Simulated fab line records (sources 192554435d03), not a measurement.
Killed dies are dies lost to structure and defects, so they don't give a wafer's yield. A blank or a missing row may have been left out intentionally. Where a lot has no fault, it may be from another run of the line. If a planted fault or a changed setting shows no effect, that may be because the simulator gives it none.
Which of the tools did it? | flow n5-finfet | 9 lots, 27 wafers sampled, at 5 steps of a route of 1938

## WHAT EACH GAUGE READ, for each wafer
N5_BEOL_M4_RC_MEAS_101.
lot  | measured     | on        | DIBL_N (mV/V)
L684 | day 9 09:02  | prober-01 | 36.1 37.2 36.5
L685 | day 9 10:56  | prober-02 | 32.5 34.6 34.8
L687 | day 10 00:06 | prober-01 | 38.4 38.5 37.4
L689 | day 10 11:44 | prober-01 | 37.4 36.5 38.0
L691 | day 11 04:23 | prober-01 | 39.9 40.1 38.0
L692 | day 11 11:25 | prober-02 | 40.2 36.4 40.9
L694 | day 11 19:21 | prober-01 | 39.2 36.9 36.5
L698 | day 12 21:37 | prober-01 | 37.9 34.5 35.7
L701 | day 13 12:54 | prober-02 | 36.6 37.9 37.5

## EACH LOT AND THE TOOL THAT RAN IT (in order: tool; ch and the chambers of the sampled wafers; start)
lot  | N5_DUMMY_GATE_TRIM_49           | N5_DUMMY_GATE_ETCH_31             | N5_SPACER0_ALD_00                | N5_SD_EPI_N_COAT_03
L684 | rie-si-04 ch 0,2,3, day 4 15:13 | rie-diel-02 ch 0,1,3, day 4 15:25 | ald-sin-01 ch 1,2,3, day 4 16:23 | litho-track-01 ch 0, day 4 16:50
L685 | rie-si-04 ch 0,2,3, day 4 16:52 | rie-diel-05 ch 0,1,3, day 4 17:04 | ald-sin-01 ch 1,3, day 4 17:59   | litho-track-03 ch 0, day 4 18:26
L687 | rie-si-06 ch 0,2,3, day 5 04:34 | rie-diel-06 ch 1,2, day 5 04:54   | ald-sin-04 ch 1,2, day 5 05:57   | litho-track-01 ch 0, day 5 06:24
L689 | rie-si-04 ch 0,3, day 5 18:04   | rie-diel-02 ch 1,2,3, day 5 18:31 | ald-sin-01 ch 1,2,3, day 5 20:19 | litho-track-03 ch 0, day 5 20:46
L691 | rie-si-04 ch 0,1,3, day 6 04:55 | rie-diel-06 ch 1,3, day 6 05:07   | ald-sin-03 ch 0,2,3, day 6 06:30 | litho-track-01 ch 0, day 6 06:57
L692 | rie-si-03 ch 0,2, day 6 13:27   | rie-diel-05 ch 1,3, day 6 13:38   | ald-sin-03 ch 0,1, day 6 14:34   | litho-track-03 ch 0, day 6 15:01
L694 | rie-si-04 ch 1,2,3, day 6 21:22 | rie-diel-06 ch 0,1,2, day 6 21:34 | ald-sin-04 ch 0,1,3, day 6 22:37 | litho-track-03 ch 0, day 6 22:56
L698 | rie-si-03 ch 2,3, day 7 23:26   | rie-diel-05 ch 0,1,2, day 7 23:38 | ald-sin-03 ch 1,3, day 8 00:37   | litho-track-03 ch 0, day 8 01:04
L701 | rie-si-03 ch 1,2,3, day 8 17:23 | rie-diel-05 ch 0,1,3, day 8 17:38 | ald-sin-04 ch 0,1,3, day 8 18:33 | litho-track-01 ch 0, day 8 19:00
- N5_DUMMY_GATE_TRIM_49: chemistry O2, time 29 s, target cd 14 nm.
- N5_DUMMY_GATE_ETCH_31: etches SiO2 in C4F6/O2, target depth 82.5 nm, time 27.5 s.
- N5_SPACER0_ALD_00: deposits SiOCN, target thk 3.5 nm, pulse time 3 s, purge time 2 s.
- N5_SD_EPI_N_COAT_03: resist thk 150 nm.

## THE ANSWER, worked out from the rows above alone
Rule: the usual values come from the lots themselves. The widest of any qualifying gaps counts: lots, ordered by their means at a reading, are off when they make up no more than a third of the lots, leave a main group of 4 or more, and stand apart from it by 3 or more times the standard deviation of that group's means. A main group whose means are all the same, to the digits that the tables above print for the reading, isn't used. A lot without any number at a reading at which 4 lots or more have one is off too. All remaining lots with rows at the step are treated as sound.
Nothing can be told from this: no lot is off at any reading shown.

## WHAT THE SIMULATOR PUT IN
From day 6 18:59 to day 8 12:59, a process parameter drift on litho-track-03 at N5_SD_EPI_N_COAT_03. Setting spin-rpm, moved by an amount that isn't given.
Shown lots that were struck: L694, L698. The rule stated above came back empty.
